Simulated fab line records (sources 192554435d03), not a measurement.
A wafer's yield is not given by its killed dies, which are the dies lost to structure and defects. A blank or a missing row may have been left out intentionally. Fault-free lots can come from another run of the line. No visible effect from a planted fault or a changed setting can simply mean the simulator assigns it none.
Chamber matching	flow n5 finfet	N5_BEOL_M0_SAQP_ILD_DEP_01 on pecvd-03: 3 sister chambers
The step deposits SiOC from DEMS/O2, target thk 45.419 nm, time 8.7 s. 6 wafers are shown with their chamber, then 8 later ones without.

== WAFERS WITH THEIR CHAMBER ==
wafer	chamber	throttle valve pct (%)	showerhead plenum p Torr (Torr)
L078.2	2	14.4	5.708
L082.5	2	14.6	5.702
L091.1	1	13.1	5.668
L091.5	1	13.1	5.694
L091.6	0	10.7	5.662
L092.3	0	10.8	5.672

== WAFERS MISSING THEIR CHAMBER ==
wafer	throttle valve pct (%)	showerhead plenum p Torr (Torr)
L092.4	12.9	5.695
L092.5	11.0	5.674
L094.1	10.6	5.668
L094.2	12.8	5.682
L094.4	10.8	5.673
L097.3	10.4	5.676
L097.5	11.0	5.668
L097.6	13.0	5.688

== WHICH CHAMBER EACH ONE RAN IN ==
wafer	from the rows above	in truth
L092.4	1	1
L092.5	0	0
L094.1	0	0
L094.2	1	1
L094.4	0	0
L097.3	0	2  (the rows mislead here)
L097.5	0	0
L097.6	1	1
Correctly placed: 7 of 8. Number that these rows cannot place: 0. Placed wrongly: 1.
How it was worked out, from the rows above alone: a wafer's distance from a chamber is the root of the sum, over the readings, of the square of ((its reading less the chamber's mean) divided by the reading's scatter). The wafer belongs to the nearest chamber; if the next one is less than 2 further off, it can't be placed. Each chamber's mean is taken over the wafers shown for it. How the scatter is found: for the shown wafers, subtract from each reading the mean of its chamber, square and add these, divide the total by (wafers less chambers), then take the root.
